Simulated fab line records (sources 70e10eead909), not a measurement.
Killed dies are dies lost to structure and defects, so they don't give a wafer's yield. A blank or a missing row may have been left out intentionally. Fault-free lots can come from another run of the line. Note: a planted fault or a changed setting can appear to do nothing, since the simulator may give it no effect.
Which tool did it?    flow nand harc    72 wafers from 24 lots sampled at 5 of the route's 1159 steps

WHAT THE GAUGES READ, wafer by wafer
NHARC_P_CONTACT_INSPECT_14.
lot   measured      on                 raw defect count
L074  day 5 18:10   defect inspect-02  3 5 0
L075  day 5 19:19   defect inspect-02  2 1 4
L076  day 6 08:02   defect inspect-01  5 7 3
L077  day 6 09:19   defect inspect-02  2 5 6
L078  day 6 15:17   defect inspect-02  5 5 6
L079  day 6 14:28   defect inspect-01  4 2 5
L080  day 7 09:29   defect inspect-02  2 3 4
L081  day 7 08:32   defect inspect-01  7 8 4
L082  day 7 08:46   defect inspect-01  7 9 5
L083  day 7 19:29   defect inspect-02  3 1 1
L084  day 7 20:43   defect inspect-02  3 6 5
L085  day 8 21:37   defect inspect-02  1 2 2
L086  day 8 20:42   defect inspect-02  0 2 3
L087  day 8 22:37   defect inspect-01  1 2 1
L088  day 9 03:22   defect inspect-02  1 2 3
L089  day 9 08:32   defect inspect-01  5 1 1
L090  day 9 16:26   defect inspect-01  6 10 9
L091  day 9 21:47   defect inspect-02  2 3 5
L092  day 10 03:44  defect inspect-02  7 5 6
L093  day 10 02:43  defect inspect-02  6 4 5
L094  day 10 20:44  defect inspect-01  4 7 3
L095  day 10 20:10  defect inspect-01  1 3 1
L096  day 11 03:19  defect inspect-01  2 5 2
L097  day 11 03:53  defect inspect-02  8 4 2

WHICH TOOL RAN EACH LOT (tool, then ch and the chambers of the sampled wafers, then the start)
lot   NHARC_P_ZERO_WELL_DESCUM_54        NHARC_P_GATE_STRIP_101              NHARC_P_GATE_RTA_82               NHARC_P_CONTACT_DEP_00
L074  rie diel-13 ch 1,2,3, day 1 17:49  rie diel-04 ch 1,2,3, day 5 08:31   rtp anneal-01 ch 0, day 5 16:13   pecvd-01 ch 0,2, day 5 18:10 or earlier
L075  rie diel-07 ch 1,2,3, day 1 23:51  rie diel-04 ch 1,2,3, day 5 09:19   rtp anneal-02 ch 0, day 5 16:59   pecvd-01 ch 1,2, day 5 19:19 or earlier
L076  rie diel-05 ch 0,1,3, day 2 05:59  rie diel-02 ch 1,2, day 5 22:56     rtp anneal-01 ch 0, day 6 06:13   pecvd-01 ch 0,2, day 6 08:02 or earlier
L077  rie diel-05 ch 0,2, day 2 11:55    rie diel-08 ch 0,2,3, day 6 00:22   rtp anneal-02 ch 0, day 6 07:29   pecvd-03 ch 0,1, day 6 09:19 or earlier
L078  rie diel-13 ch 0,1,2, day 2 18:02  rie diel-04 ch 0,1,2, day 6 05:49   rtp anneal-02 ch 0, day 6 12:52   pecvd-04 ch 0,2, day 6 15:17 or earlier
L079  rie diel-13 ch 2,3, day 2 23:56    rie diel-04 ch 1,2,3, day 6 05:26   rtp anneal-01 ch 0, day 6 12:31   pecvd-03 ch 0,1,2, day 6 14:28 or earlier
L080  rie diel-05 ch 0,1,2, day 3 05:57  rie diel-08 ch 0,1,3, day 6 23:56   rtp anneal-01 ch 0, day 7 07:32   pecvd-01 ch 0,1, day 7 09:29 or earlier
L081  rie diel-13 ch 0,1,2, day 3 11:47  rie diel-02 ch 0,2,3, day 6 23:03   rtp anneal-02 ch 0, day 7 06:28   pecvd-04 ch 0,1, day 7 08:32 or earlier
L082  rie diel-05 ch 0,2, day 3 18:05    rie diel-08 ch 0,1,3, day 6 23:18   rtp anneal-01 ch 0, day 7 06:52   pecvd-03 ch 1,2, day 7 08:46 or earlier
L083  rie diel-05 ch 1,2,3, day 3 23:56  rie diel-08 ch 1,2,3, day 7 10:31   rtp anneal-01 ch 0, day 7 17:34   pecvd-01 ch 0,1, day 7 19:29 or earlier
L084  rie diel-13 ch 2,3, day 4 06:13    rie diel-08 ch 0,3, day 7 10:42     rtp anneal-02 ch 0, day 7 18:35   pecvd-01 ch 1,2, day 7 20:43 or earlier
L085  rie diel-13 ch 1,3, day 4 12:17    rie diel-08 ch 0,2, day 8 11:48     rtp anneal-01 ch 0, day 8 19:50   pecvd-01 ch 0,1, day 8 21:37 or earlier
L086  rie diel-07 ch 0,1,2, day 4 18:16  rie diel-02 ch 0,3, day 8 11:23     rtp anneal-02 ch 0, day 8 18:46   pecvd-04 ch 0,2, day 8 20:42 or earlier
L087  rie diel-07 ch 2,3, day 5 00:03    rie diel-02 ch 0,1,2, day 8 12:15   rtp anneal-02 ch 0, day 8 20:41   pecvd-04 ch 0,2, day 8 22:37 or earlier
L088  rie diel-05 ch 0,1,3, day 5 06:31  rie diel-02 ch 0,2,3, day 8 17:45   rtp anneal-02 ch 0, day 9 01:36   pecvd-04 ch 1,2, day 9 03:22 or earlier
L089  rie diel-07 ch 0,2, day 5 12:05    rie diel-04 ch 1,3, day 8 23:30     rtp anneal-01 ch 0, day 9 06:42   pecvd-01 ch 0,2, day 9 08:32 or earlier
L090  rie diel-13 ch 0,2,3, day 5 17:56  rie diel-08 ch 0,2, day 9 07:25     rtp anneal-02 ch 0, day 9 14:27   pecvd-03 ch 0,1,2, day 9 16:26 or earlier
L091  rie diel-07 ch 0,2,3, day 6 00:20  rie diel-02 ch 0,1,3, day 9 12:54   rtp anneal-01 ch 0, day 9 19:50   pecvd-01 ch 1,2, day 9 21:47 or earlier
L092  rie diel-05 ch 2,3, day 6 05:41    rie diel-04 ch 1,3, day 9 18:50     rtp anneal-01 ch 0, day 10 01:50  pecvd-04 ch 0,1, day 10 03:44 or earlier
L093  rie diel-13 ch 0,1,3, day 6 11:52  rie diel-04 ch 0,1,3, day 9 17:33   rtp anneal-02 ch 0, day 10 00:59  pecvd-03 ch 0,1,2, day 10 02:43 or earlier
L094  rie diel-07 ch 0,1,2, day 6 17:54  rie diel-04 ch 0,2, day 10 11:34    rtp anneal-02 ch 0, day 10 18:52  pecvd-04 ch 0,1, day 10 20:44 or earlier
L095  rie diel-07 ch 1,2,3, day 6 23:52  rie diel-04 ch 0,1,3, day 10 11:02  rtp anneal-02 ch 0, day 10 18:14  pecvd-03 ch 0,1,2, day 10 20:10 or earlier
L096  rie diel-13 ch 0,1,2, day 7 05:53  rie diel-02 ch 2,3, day 10 18:09    rtp anneal-02 ch 0, day 11 01:22  pecvd-03 ch 0,1, day 11 03:19 or earlier
L097  rie diel-07 ch 0,3, day 7 11:52    rie diel-02 ch 1,2,3, day 10 18:12  rtp anneal-02 ch 0, day 11 01:56  pecvd-04 ch 0,1, day 11 03:53 or earlier
- NHARC_P_ZERO_WELL_DESCUM_54: chemistry O2, time 3 s.
- NHARC_P_GATE_STRIP_101: strips in O2, time 20 s.
- NHARC_P_GATE_RTA_82: time 30 s.
- NHARC_P_CONTACT_DEP_00: deposits SiO2, target thk 500 nm.

WHAT THE TOOLS THEMSELVES READ (means of the sampled wafers that have a number; where no wafer has one, the mark that the record gives instead)
NHARC_P_ZERO_WELL_DESCUM_54.
lot   tool         drypump motor current A (A)  oes product au (a.u.)  rf vpp V (V)  showerhead plenum p Torr (Torr)  throttle valve pct (%)
L074  rie diel-13  5.4                          1.001                  57.7          1.87                             11.311
L075  rie diel-07  5.7                          0.994                  58.0          1.86                             11.310
L076  rie diel-05  5.3                          1.005                  58.6          1.95                             11.318
L077  rie diel-05  5.2                          1.010                  58.0          2.02                             11.316
L078  rie diel-13  5.4                          1.000                  57.0          1.88                             11.304
L079  rie diel-13  5.5                          0.993                  57.3          1.87                             11.306
L080  rie diel-05  5.3                          1.006                  57.4          1.95                             11.312
L081  rie diel-13  5.4                          0.993                  56.5          1.88                             11.309
L082  rie diel-05  5.4                          1.004                  58.5          2.00                             11.303
L083  rie diel-05  5.2                          1.004                  57.3          1.97                             11.305
L084  rie diel-13  5.5                          1.001                  57.4          1.87                             11.314
L085  rie diel-13  5.4                          0.997                  57.4          1.80                             11.317
L086  rie diel-07  5.3                          1.007                  57.9          1.89                             11.302
L087  rie diel-07  5.7                          1.011                  57.3          1.90                             11.311
L088  rie diel-05  5.3                          0.996                  57.2          1.94                             11.313
L089  rie diel-07  5.3                          1.006                  57.3          1.93                             11.312
L090  rie diel-13  5.5                          0.994                  57.5          1.88                             11.316
L091  rie diel-07  5.6                          0.996                  57.4          1.89                             11.313
L092  rie diel-05  5.1                          0.999                  58.7          2.04                             11.303
L093  rie diel-13  5.5                          0.998                  57.4          1.81                             11.322
L094  rie diel-07  5.3                          1.008                  58.4          1.89                             11.307
L095  rie diel-07  5.7                          1.008                  58.2          1.86                             11.311
L096  rie diel-13  5.4                          0.991                  57.4          1.88                             11.311
L097  rie diel-07  5.9                          0.999                  57.0          1.86                             11.315

NHARC_P_GATE_STRIP_101.
lot   tool         drypump motor current A (A)  oes product au (a.u.)  rf vpp V (V)  showerhead plenum p Torr (Torr)  throttle valve pct (%)
L074  rie diel-04  5.9                          1.012                  57.7          3.60                             17.031
L075  rie diel-04  5.9                          1.017                  58.0          3.60                             17.035
L076  rie diel-02  6.0                          0.988                  57.4          3.55                             17.040
L077  rie diel-08  5.6                          1.002                  57.7          3.64                             17.026
L078  rie diel-04  5.8                          0.993                  58.7          3.61                             17.041
L079  rie diel-04  5.9                          0.999                  57.6          3.59                             17.035
L080  rie diel-08  5.7                          1.002                  57.4          3.65                             17.026
L081  rie diel-02  5.6                          0.983                  58.1          3.55                             17.029
L082  rie diel-08  5.7                          1.005                  58.6          3.65                             17.044
L083  rie diel-08  5.8                          1.002                  59.1          3.72                             17.039
L084  rie diel-08  5.5                          1.014                  57.5          3.56                             17.049
L085  rie diel-08  5.3                          1.018                  57.7          3.57                             17.041
L086  rie diel-02  5.2                          1.003                  58.4          3.60                             17.031
L087  rie diel-02  5.7                          0.997                  57.5          3.57                             17.041
L088  rie diel-02  5.6                          0.995                  58.5          3.55                             17.029
L089  rie diel-04  5.7                          1.004                  57.8          3.61                             17.031
L090  rie diel-08  5.4                          1.004                  58.2          3.64                             17.039
L091  rie diel-02  5.4                          1.003                  58.3          3.62                             17.038
L092  rie diel-04  5.8                          1.006                  57.9          3.56                             17.036
L093  rie diel-04  5.7                          0.996                  57.7          3.58                             17.039
L094  rie diel-04  5.8                          1.009                  57.7          3.57                             17.039
L095  rie diel-04  5.7                          1.003                  57.8          3.58                             17.038
L096  rie diel-02  5.8                          0.988                  57.7          3.51                             17.033
L097  rie diel-02  5.6                          0.995                  57.2          3.59                             17.033

NHARC_P_GATE_RTA_82.
lot   tool           lamp power pct (%)  lamp_zone_1_pct (%)  lamp_zone_2_pct (%)  lamp_zone_4_pct (%)  wafer_temp_C_max
L074  rtp anneal-01  3.8                 3.7                  3.7                  3.7                  452.9
L075  rtp anneal-02  4.4                 4.4                  4.4                  4.4                  452.2
L076  rtp anneal-01  3.7                 3.7                  3.7                  3.8                  453.3
L077  rtp anneal-02  4.4                 4.4                  4.4                  4.4                  452.2
L078  rtp anneal-02  4.4                 4.4                  4.4                  4.4                  451.2
L079  rtp anneal-01  3.7                 3.7                  3.7                  3.8                  453.3
L080  rtp anneal-01  3.7                 3.7                  3.7                  3.8                  453.1
L081  rtp anneal-02  4.4                 4.4                  4.4                  4.4                  452.0
L082  rtp anneal-01  3.8                 3.7                  3.7                  3.8                  453.6
L083  rtp anneal-01  3.8                 3.7                  3.7                  3.7                  453.3
L084  rtp anneal-02  4.4                 4.4                  4.4                  4.4                  451.9
L085  rtp anneal-01  3.8                 3.8                  3.7                  3.8                  453.4
L086  rtp anneal-02  4.4                 4.4                  4.4                  4.4                  451.8
L087  rtp anneal-02  4.4                 4.4                  4.4                  4.4                  451.7
L088  rtp anneal-02  4.4                 4.4                  4.4                  4.4                  452.1
L089  rtp anneal-01  3.8                 3.7                  3.7                  3.8                  453.3
L090  rtp anneal-02  4.4                 4.4                  4.4                  4.4                  452.1
L091  rtp anneal-01  3.8                 3.7                  3.7                  3.8                  453.5
L092  rtp anneal-01  3.8                 3.7                  3.7                  3.8                  453.6
L093  rtp anneal-02  4.4                 4.4                  4.4                  4.4                  451.9
L094  rtp anneal-02  4.4                 4.4                  4.4                  4.4                  451.7
L095  rtp anneal-02  4.4                 4.4                  4.4                  4.4                  452.5
L096  rtp anneal-02  4.4                 4.4                  4.4                  4.4                  452.1
L097  rtp anneal-02  4.4                 4.4                  4.4                  4.4                  452.1

NHARC_P_CONTACT_DEP_00.
lot   tool      heater power w (W)  susceptor temp C (C)  throttle valve pct (%)
L074  pecvd-01  596                 400.18                16.2
L075  pecvd-01  574                 399.97                15.9
L076  pecvd-01  548                 399.93                16.3
L077  pecvd-03  563                 399.98                15.8
L078  pecvd-04  612                 400.10                16.0
L079  pecvd-03  579                 400.14                15.6
L080  pecvd-01  556                 400.07                16.2
L081  pecvd-04  575                 399.96                16.1
L082  pecvd-03  535                 399.76                16.0
L083  pecvd-01  520                 399.74                16.5
L084  pecvd-01  536                 400.18                16.2
L085  pecvd-01  516                 399.85                16.5
L086  pecvd-04  607                 400.06                16.2
L087  pecvd-04  613                 399.74                16.4
L088  pecvd-04  539                 399.91                15.7
L089  pecvd-01  537                 400.34                16.6
L090  pecvd-03  545                 399.99                15.7
L091  pecvd-01  593                 399.98                16.0
L092  pecvd-04  602                 399.86                15.7
L093  pecvd-03  565                 400.07                15.9
L094  pecvd-04  649                 399.96                15.8
L095  pecvd-03  542                 399.87                15.8
L096  pecvd-03  522                 400.03                15.8
L097  pecvd-04  643                 400.09                15.8

THE ANSWER, worked out from the rows above alone
Rule: the lots themselves supply what counts as usual. Put in order of their means at a reading, lots are off if they are a third of the lots or fewer, leave a main group of 4 or more, and stand apart from it by a gap of 3 or more times the standard deviation of the main group's means; of several such gaps the widest counts. A main group is skipped when, at the precision printed for the reading in the tables above, its means are all equal. A lot without any number at a reading at which 4 lots or more have one is off too. All remaining lots with rows at the step are treated as sound. The gauges are gone through in route order, then the tools' own readings, and for those a lot's mean is taken as printed above. At the first step where some lot is off, the reading lying furthest off is the one used; lots without a number count as furthest.
No lot is off at any reading shown: from this, nothing can be told.

WHAT WAS PUT IN BY THE SIMULATOR
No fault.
